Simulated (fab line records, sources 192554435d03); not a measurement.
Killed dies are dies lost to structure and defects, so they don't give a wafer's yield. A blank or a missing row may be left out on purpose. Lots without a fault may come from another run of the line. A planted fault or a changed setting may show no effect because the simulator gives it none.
fab line records | flow n5_finfet
record lots=6 wafers=18 last_day=19
route steps=1938 shown SD_EPI_P@326 SD_ACTIVATION@330 ILD0@335 BEOL_M4@1111 PASSIVATION@1936
lots that met no fault: from a run of the same line without faults
start_h: hours from the record's first day to the start of the lot's first wafer shown | wait_h: hours since the lot's step before | " the same as in the row above | L1.1+2: a row that stands for several wafers | - no value, or no start given | * or withheld: withheld | < > ~ a bound
route shown NAME@n: a module of which the file shows steps, and the number in the route of the first | usual: mean/standard deviation of fault-free wafers | same: alike in all rows | chamber/n: place in a boat | sites: the reading at each site | _std_site: their standard deviation | _edge_site: outer sites' mean less inner sites' | radius_mm: how far each site lies from the wafer's centre | mask NAME#n: copy n | behind: the tool/chamber that last shaped the wafer | hold: why the lot was held/for how many hours/how that ended | device: the transistor (n, p or np) that didn't switch | end of line: the same wafers' tests at the end of the route | a step without rows: its recipe alone | killed: dies lost to structure and defects at the first sort, not the wafer's yield | map: a wafer's dies, x killed, . not, _ none there
set.NAME: the setting as run; set.NAME@STEP: as run at that earlier step | model.NAME: the simulator's own value behind a step, which no gauge read
lots at some steps of the route; a table a step, a row a wafer
services: from which hour (start_h, from the record's first day; less than 0 if before it) a tool's chamber was out of use, for how many hours, and why
## steps
# step N5_SD_EPI_P_PRECLEAN_32
# recipe chemistry=dHF time_s=10 dilution=500:1 temp_c=25
# step N5_SD_EPI_P_PRECLEAN_33
# recipe chemistry=SC2 time_s=45 temp_c=35 mix=1:1:50
# step N5_SD_EPI_P_SRD_25
# recipe time_s=30 temp_c=23 rinse_liquid=diw dry=ipa_marangoni
# step N5_SD_EPI_P_INSPECT_26
# recipe inspect_instrument=darkfield mode=post_epi
# usual raw_defect_count=174/33
# columns lot.wafer tool chamber start_h wait_h raw_defect_count
L751.1 defect_inspect-02 - 73.33 0.0 152
L751.2 " - " " 181
L751.5 " - " " 260
L755.1 defect_inspect-02 - 93.19 0.0 156
L755.3 " - " " 154
L755.6 " - " " 221
L760.2 defect_inspect-02 - 126.30 0.0 197
L760.3 " - " " 181
L760.5 " - " " 164
L768.1 defect_inspect-01 - 176.60 0.0 191
L768.3 " - " " 162
L768.5 " - " " 145
L769.2 defect_inspect-02 - 180.28 0.0 182
L769.5 " - " " 168
L769.6 " - " " 196
L772.2 defect_inspect-01 - 196.44 0.0 205
L772.3 " - " " 131
L772.4 " - " " 174
# step N5_SD_ACTIVATION_RTA_00
# recipe temp_c=975 time_s=0 ambient=N2 idle_temp_c=600 ramp_up_c_per_s=150 ramp_down_c_per_s=60 cool_to_c=600
# usual lamp_power_pct=8.96/0.059 lamp_zone_2_pct=8.949/0.023 lamp_zone_6_pct=8.877/0.028 wafer_temp_C_max=975.2/1.8
# columns lot.wafer tool chamber start_h wait_h lamp_power_pct lamp_zone_2_pct lamp_zone_6_pct wafer_temp_C_max
L751.1 rtp_anneal-01 0 73.35 0.0 9.06 8.974 8.850 974.6
L751.2 " 0 " " 8.97 8.936 8.882 977.3
L751.5 " 0 " " 8.94 8.954 8.912 972.5
L755.1 rtp_anneal-02 0 93.32 0.1 8.95 8.901 8.844 975.0
L755.3 " 0 " " 8.93 8.970 8.925 973.9
L755.6 " 0 " " 8.99 8.949 8.884 976.3
L760.2 rtp_anneal-02 0 126.40 0.1 8.85 8.981 8.916 974.9
L760.3 " 0 " " 8.87 8.938 8.847 976.8
L760.5 " 0 " " 8.91 8.926 8.886 973.8
L768.1 rtp_anneal-01 0 176.63 0.0 8.85 8.919 8.885 977.1
L768.3 " 0 " " 8.97 8.956 8.872 976.6
L768.5 " 0 " " 8.92 8.933 8.847 973.9
L769.2 rtp_anneal-02 0 180.33 0.1 8.89 8.970 8.831 978.4
L769.5 " 0 " " 9.06 8.951 8.886 975.2
L769.6 " 0 " " 8.91 8.909 8.886 973.6
L772.2 rtp_anneal-01 0 196.49 0.1 8.92 8.968 8.922 975.5
L772.3 " 0 " " 9.07 8.905 8.864 977.9
L772.4 " 0 " " 8.86 8.963 8.882 974.2
# step N5_SD_ACTIVATION_LSA_01
# recipe temp_c=1080 time_s=0.0008 ambient=N2
# usual wafer_temp_C_max=1084.7/1.3
# columns lot.wafer tool chamber start_h wait_h wafer_temp_C_max
L751.1 laser_anneal-02 0 73.56 0.2 1085.1
L751.2 " 0 " " 1085.1
L751.5 " 0 " " 1084.5
L755.1 laser_anneal-02 0 93.52 0.2 1084.6
L755.3 " 0 " " 1085.5
L755.6 " 0 " " 1084.8
L760.2 laser_anneal-02 0 126.60 0.2 1086.2
L760.3 " 0 " " 1086.3
L760.5 " 0 " " 1086.3
L768.1 laser_anneal-02 0 176.83 0.2 1085.0
L768.3 " 0 " " 1085.1
L768.5 " 0 " " 1086.6
L769.2 laser_anneal-01 0 180.53 0.2 1082.4
L769.5 " 0 " " 1082.8
L769.6 " 0 " " 1083.8
L772.2 laser_anneal-01 0 196.69 0.2 1084.1
L772.3 " 0 " " 1084.6
L772.4 " 0 " " 1085.2
# step N5_SD_ACTIVATION_RS_MEAS_03
# recipe thk_meas_gauge=four-point-probe
# usual RS_SD_N=22.0/0.3 RS_SD_P=56.3/0.99
# columns lot.wafer tool chamber start_h wait_h RS_SD_N[ohm/sq] RS_SD_P[ohm/sq]
L751.1 film_metro-02 - 73.76 0.2 21.8 56.4
L751.2 " - " " 22.0 56.9
L751.5 " - " " 21.8 57.0
L755.1 film_metro-02 - 93.73 0.2 21.8 56.7
L755.3 " - " " 21.8 56.7
L755.6 " - " " 21.8 57.4
L760.2 film_metro-02 - 126.80 0.2 21.9 55.7
L760.3 " - " " 21.9 55.7
L760.5 " - " " 22.0 56.0
L768.1 film_metro-01 - 177.03 0.2 22.2 57.0
L768.3 " - " " 22.0 56.1
L768.5 " - " " 22.2 56.1
L769.2 film_metro-02 - 180.74 0.2 21.7 58.3
L769.5 " - " " 21.9 57.9
L769.6 " - " " 21.9 58.5
L772.2 film_metro-01 - 196.89 0.2 21.9 55.3
L772.3 " - " " 22.0 55.5
L772.4 " - " " 21.9 55.5
# step N5_SD_ACTIVATION_INSPECT_02
# recipe inspect_instrument=darkfield mode=post_anneal
# usual raw_defect_count=174/33
# columns lot.wafer tool chamber start_h wait_h raw_defect_count
L751.1 defect_inspect-01 - 74.08 0.2 138
L751.2 " - " " 161
L751.5 " - " " 243
L755.1 defect_inspect-02 - 94.05 0.2 162
L755.3 " - " " 130
L755.6 " - " " 216
L760.2 defect_inspect-02 - 127.10 0.1 220
L760.3 " - " " 178
L760.5 " - " " 159
L768.1 defect_inspect-01 - 177.36 0.2 182
L768.3 " - " " 157
L768.5 " - " " 141
L769.2 defect_inspect-01 - 181.04 0.1 158
L769.5 " - " " 163
L769.6 " - " " 188
L772.2 defect_inspect-01 - 197.20 0.2 213
L772.3 " - " " 154
L772.4 " - " " 170
# step N5_ILD0_LINER_00
# recipe material=SiNx target_thk_a=40 temp_c=400 ald_precursor_family=SiH2I2 ald_co_reactant=N2/H2-plasma pulse_time_s=1 purge_time_s=2 co_reactant_purge_time_s=2 ald_cycles=80 pressure_torr=2
# usual heater_power_w=818/89 precursor_pulse_height_rel=0.999/0.021
# same co_reactant_purge_time_s=2 pulse_time_s=1 purge_time_s=2
# columns lot.wafer tool chamber start_h wait_h heater_power_w precursor_pulse_height_rel
L751.1 ald_sin-04 0 74.12 0.0 754 0.998
L751.2 " 3 " " 944 0.982
L751.5 " 0 " " 784 1.012
L755.1 ald_sin-04 1 95.80 1.7 693 0.998
L755.3 " 2 " " 901 0.974
L755.6 " 0 " " 770 1.005
L760.2 ald_sin-02 3 127.27 0.2 916 1.024
L760.3 " 0 " " 745 1.039
L760.5 " 3 " " 957 1.007
L768.1 ald_sin-01 0 177.50 0.1 742 1.000
L768.3 " 1 " " 947 1.018
L768.5 " 2 " " 881 1.045
L769.2 ald_sin-04 3 181.08 0.0 923 1.000
L769.5 " 3 " " 949 0.997
L769.6 " 0 " " 781 0.981
L772.2 ald_sin-02 3 197.44 0.2 926 0.997
L772.3 " 0 " " 737 0.993
L772.4 " 2 " " 735 1.009
# step N5_ILD0_FCVD_FILL_01
# recipe material=SiO2_flowable target_thk_a=2000 temp_c=100 pressure_torr=0.8 rf_w=2000 time_s=328.3
# step N5_ILD0_CURE_02
# recipe temp_c=450 time_s=1800 ambient=steam idle_temp_c=400 ramp_up_c_per_min=5 ramp_down_c_per_min=3 densification_p_h2o_torr=640
# step N5_ILD0_CMP_03
# recipe stop_on=SiNx t_overpolish_s=1.9 post_cmp_clean=alkaline_brush down_force_psi=4.1491 platen_rpm=51.796 pad_velocity_m_s=1.0306 target_thk_nm=197.38
# usual motor_current_A=12.5/0.73 overpolish_run_s=1.900/0.0095 slurry_filter_dp_kPa=13.51/0.13 time_to_endpoint_s=70/4
# columns lot.wafer tool chamber start_h wait_h motor_current_A overpolish_run_s slurry_filter_dp_kPa time_to_endpoint_s model.SiNx_of_DUMMY_GATE_HM_DEP_06.thk_nm
L751.1 cmp-01 0 76.56 0.1 13.6 1.907 13.46 67 77
L751.2 " 1 " " 12.4 1.899 13.34 68 77.4
L751.5 " 3 " " 12.2 1.887 13.47 70 77.6
L755.3 cmp-01 2 98.24 0.1 12.6 1.893 13.56 73 76.8
L755.1 " 3 " " 12.6 1.895 13.62 74 77
L755.6 " 1 " " 12.1 1.913 13.53 69 76
L760.3 cmp-02 3 129.65 0.0 13.3 1.901 13.37 68 76.6
L760.2 " 1 " " 11.9 1.899 13.75 62 76.8
L760.5 " 3 " " 13.7 1.895 13.32 65 76.6
L768.3 cmp-02 3 179.90 0.1 14.1 1.890 13.57 139 77.8
L768.1 " 0 " " 11.9 1.895 13.48 137 78.4
L768.5 " 3 " " 13.7 1.889 13.47 135 78.2
L769.2 cmp-02 1 183.71 0.3 11.8 1.898 13.63 63 77
L769.5 " 3 " " 13.7 1.909 13.42 134 78.6
L769.6 " 0 " " 12.2 1.898 13.46 70 76.8
L772.2 cmp-04 2 200.16 0.0 11.4 1.892 13.30 75 77.2
L772.3 " 3 " " 13.4 1.914 13.69 70 76.8
L772.4 " 0 " " 11.6 1.898 13.39 69 77.4
# step N5_ILD0_THK_MEAS_04
# usual thk_nm=197.6/1.2
# columns lot.wafer tool chamber start_h wait_h thk_nm
L751.1 film_metro-01 - 76.78 - 196.8
L751.2 " - " " 197.3
L751.5 " - " " 198.5
L755.1 film_metro-02 - 98.46 - 197.8
L755.3 " - " " 197.9
L755.6 " - " " 197.3
L760.2 film_metro-01 - 129.94 - 195.7
L760.3 " - " " 196.8
L760.5 " - " " 194.8
L768.1 film_metro-02 - 180.16 - 201.4
L768.3 " - " " 201.6
L768.5 " - " " 200.7
L769.2 film_metro-02 - 183.93 - 195.8
L769.5 " - " " 199.8
L769.6 " - " " 196.8
L772.2 film_metro-02 - 200.46 - 199.1
L772.3 " - " " 197.9
L772.4 " - " " 197.0
# step N5_ILD0_CMP_07
# recipe stop_on=poly-Si material=SiO2_flowable t_overpolish_s=1.18 post_cmp_clean=alkaline_brush down_force_psi=4.1491 platen_rpm=51.796 pad_velocity_m_s=1.0306 target_thk_nm=138.88
# usual motor_current_A=12.4/0.83 slurry_filter_dp_kPa=13.50/0.13
# columns lot.wafer tool chamber start_h wait_h motor_current_A slurry_filter_dp_kPa
L751.2 cmp-01 3 76.85 0.1 12.9 13.35
L751.1 " 0 " " 13.2 13.65
L751.5 " 2 " " 13.3 13.52
L755.3 cmp-04 2 98.52 0.1 11.2 13.43
L755.1 " 0 " " 11.2 13.29
L755.6 " 2 " " 12.0 13.27
L760.2 cmp-02 0 129.97 0.0 12.5 13.66
L760.3 " 2 " " 13.8 13.46
L760.5 " 1 " " 12.1 13.49
L768.3 cmp-04 3 180.23 0.1 13.3 13.62
L768.1 " 0 " " 10.7 13.42
L768.5 " 3 " " 13.4 13.63
L769.2 cmp-02 1 183.96 0.0 12.0 13.36
L769.5 " 1 " " 11.6 13.65
L769.6 " 2 " " 13.4 13.47
L772.3 cmp-01 2 200.49 0.0 12.6 13.57
L772.2 " 3 " " 12.2 13.42
L772.4 " 0 " " 13.0 13.39
# step N5_BEOL_M4_RC_MEAS_101
# usual DIBL_N=36.0/1.7 DIBL_P=36.2/1.9 IOFF_N=0.154/0.028 IOFF_P=0.21/0.036 ION_N=675/11 ION_P=463/8.3 SS_N=71.4/0.63 SS_P=73.2/0.55 VT_N=250.2/3 VT_P=-251/3.7
# columns lot.wafer tool chamber start_h wait_h DIBL_N[mV/V] DIBL_P[mV/V] IOFF_N[nA/um] IOFF_P[nA/um] ION_N[uA/um] ION_P[uA/um] SS_N[mV/dec] SS_P[mV/dec] VT_N[mV] VT_P[mV]
L755.1 prober-02 0 264.69 0.0 35.4 36.1 0.153 0.20 687 470 71.2 72.3 248.5 -250
L755.3 " 0 " " 34.7 35.4 0.131 0.18 674 461 71.7 72.9 253.1 -253
L755.6 " 0 " " 34.9 34.5 0.126 0.17 667 452 71.0 72.5 253.9 -257
L760.2 prober-01 0 297.67 0.2 35.7 35.4 0.148 0.16 674 451 70.8 73.4 249.5 -256
L760.3 " 0 " " 34.3 34.2 0.130 0.15 663 448 70.7 73.3 250.6 -256
L760.5 " 0 " " 36.5 36.8 0.164 0.18 686 462 71.8 73.0 251.3 -256
L751.1 prober-01 0 306.90 0.0 36.1 37.7 0.192 0.24 691 470 72.3 74.3 246.1 -250
L751.2 " 0 " " 35.2 36.8 0.161 0.22 682 468 71.5 74.2 249.8 -252
L751.5 " 0 " " 34.1 35.4 0.134 0.19 678 466 71.5 73.2 254.3 -252
L768.1 prober-01 0 339.84 0.0 37.6 37.2 0.167 0.23 667 467 71.5 73.9 250.3 -249
L768.3 " 0 " " 35.0 34.2 0.129 0.19 669 456 70.8 72.8 252.8 -248
L768.5 " 0 " " 35.9 36.0 0.144 0.21 660 460 71.6 73.5 253.2 -248
L769.2 prober-01 0 342.52 0.2 37.5 38.1 0.170 0.21 673 457 71.1 73.2 247.9 -251
L769.5 " 0 " " 39.3 40.3 0.205 0.25 679 462 72.0 73.2 246.4 -250
L769.6 " 0 " " 36.6 36.5 0.157 0.19 674 458 70.9 72.8 250.1 -250
L772.2 prober-02 0 347.19 0.2 34.4 35.4 0.131 0.19 682 469 70.7 72.8 252.0 -249
L772.3 " 0 " " 40.2 41.1 0.244 0.28 697 463 72.4 74.3 245.3 -248
L772.4 " 0 " " 36.7 37.8 0.166 0.23 670 461 72.1 73.2 249.8 -246
# step N5_PASSIVATION_PROBE_49
# usual defect_limited_yield=90.9/1.4 killed_at_M0_to_M3=38/11 killed_at_M4_up=13/5.9 killed_at_contacts=14/6.4 killed_at_front_end=38/11 killed_at_other=3.3/2.5 killed_dies=107/16 killed_open=70/12 killed_short=35/7.7 sort_bin_4_leakage=0.00/0.007 sort_bin_5_function=5.3/0.94 sort_bin_6_memory=3.5/0.7 sort_n_pass=1073/16 sort_yield_pct=90.9/1.4
# same gross_dies=1180 killed_at_back_side=0 sort_bin_8_speed[%]=0
# columns lot.wafer tool chamber start_h wait_h defect_limited_yield[%] killed_at_M0_to_M3 killed_at_M4_up killed_at_contacts killed_at_front_end killed_at_other killed_dies killed_open killed_short sort_bin_4_leakage[%] sort_bin_5_function[%] sort_bin_6_memory[%] sort_n_pass sort_yield_pct[%]
L760.2 prober-01 - 407.08 0.1 90.6 50 19 22 20 0 111 70 39 0 5.8 3.1 1069 90.6
L760.3 prober-01 - 407.13 0.1 90.5 39 25 18 29 1 112 79 33 0 5.6 3.7 1068 90.5
L760.5 prober-01 - 407.23 0.2 90.2 36 15 14 45 6 116 67 47 0 6.4 2.8 1064 90.2
L769.2 prober-01 - 464.26 0.1 92.4 27 6 15 35 7 90 55 34 0 5.4 2.1 1090 92.4
L769.5 prober-01 - 464.41 0.2 90.9 31 14 22 38 2 107 77 29 0 5.0 3.6 1073 90.9
L769.6 prober-01 - 464.46 0.3 91.4 30 5 28 37 2 102 69 32 0 5.2 3.1 1078 91.4
# killed by level:class
L760.2 MOL_CONTACT_COAG:geometric_particle:open=20 BEOL_M0_SAQP:geometric_particle:short=12 BEOL_M1:geometric_particle:open=9 BEOL_M2:geometric_particle:open=9 BEOL_M4:geometric_particle:open=9 BEOL_M3:geometric_particle:short=7 BEOL_M3:geometric_particle:open=5 DUMMY_GATE:geometric_particle:short=3
L760.3 MOL_CONTACT_COAG:geometric_particle:open=14 BEOL_M4:geometric_particle:open=14 FIN_SAQP:geometric_particle:open=9 BEOL_M2:geometric_particle:open=9 BEOL_M3:geometric_particle:open=7 BEOL_M0_SAQP:geometric_particle:short=5 FIN_SAQP:geometric_particle:short=4 MOL_CONTACT_COAG:geometric_particle:short=4
L760.5 BEOL_M3:geometric_particle:open=13 MOL_CONTACT_COAG:geometric_particle:open=11 BEOL_M4:geometric_particle:open=11 FIN_SAQP:geometric_particle:short=8 GATE_CUT:geometric_particle:short=7 FIN_SAQP:geometric_particle:open=5 BEOL_M3:geometric_particle:short=5 DUMMY_GATE:geometric_particle:open=4
L769.2 STI_FIN_REVEAL:geometric_particle:open=9 BEOL_M0_SAQP:geometric_particle:short=9 FIN_SAQP:geometric_particle:open=8 MOL_CONTACT_COAG:geometric_particle:open=8 MOL_CONTACT_COAG:geometric_particle:short=7 BEOL_M2:geometric_particle:open=7 FIN_SAQP:geometric_particle:short=6 BEOL_M0_SAQP:geometric_particle:open=3
L769.5 MOL_CONTACT_COAG:geometric_particle:open=17 STI_FIN_REVEAL:geometric_particle:open=13 BEOL_M0_SAQP:geometric_particle:open=10 GATE_CUT:geometric_particle:open=9 BEOL_M3:geometric_particle:open=6 MOL_CONTACT_COAG:geometric_particle:short=5 BEOL_M0_SAQP:geometric_particle:short=5 BEOL_M8:geometric_particle:open=4
L769.6 MOL_CONTACT_COAG:geometric_particle:open=24 STI_FIN_REVEAL:geometric_particle:open=11 BEOL_M1:geometric_particle:open=7 FIN_SAQP:geometric_particle:open=6 FIN_SAQP:geometric_particle:short=6 BEOL_M0_SAQP:geometric_particle:short=5 MOL_CONTACT_COAG:geometric_particle:short=4 BEOL_M0_SAQP:geometric_particle:open=4
## services
# columns tool chamber start_h hours kind
rtp_anneal-02 - 65.01 4.9 pm
laser_anneal-01 - 78.11 4.3 pm
laser_anneal-01 - 82.46 2.0 pm
ald_sin-01 - 85.46 14.0 pm
ald_sin-01 - 110.18 2.8 pm
cmp-01 - 117.61 0.3 repair
cmp-02 - 118.45 4.0 pm
cmp-02 - 122.45 - consumable_replace:conditioner
cmp-02 - 122.45 - consumable_replace:pad
cmp-01 - 124.10 1.0 repair
ald_sin-01 1 127.63 3.0 repair
cmp-02 - 132.23 5.9 pm
cmp-04 - 134.18 0.7 repair
cmp-01 - 141.71 3.6 repair
ald_sin-02 - 176.75 14.0 pm
ald_sin-02 0 176.75 14.0 vent_cycle
ald_sin-02 1 176.75 14.0 vent_cycle
ald_sin-02 2 176.75 14.0 vent_cycle
ald_sin-02 3 176.75 14.0 vent_cycle
laser_anneal-02 - 185.46 3.0 pm
ald_sin-02 0 190.75 - clean
ald_sin-02 1 190.75 - clean
ald_sin-02 2 190.75 - clean
cmp-04 - 200.39 4.0 pm
## key
first_sign step=N5_ILD0_CMP_03 reading=time_to_endpoint_s direction=up sigmas=17 usual=* struck=*
effect step=N5_ILD0_THK_MEAS_04 reading=thk_nm direction=up sigmas=2.7 usual=* struck=*
model_effect step=N5_ILD0_CMP_03 value=SiNx_of_DUMMY_GATE_HM_DEP_06.thk_nm without=76.65 struck=78.25
met_at N5_ILD0_CMP_03
struck_wafers L768.1,L768.3,L768.5,L769.5
onset_between 129.65 179.90
fault kind=process_parameter_drift tool=cmp-02 chamber=- onset_h=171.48 steps=N5_ILD0_CMP_03 channel=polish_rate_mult offset=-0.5 shape=step end_h=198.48 scope=struck_wafers_only
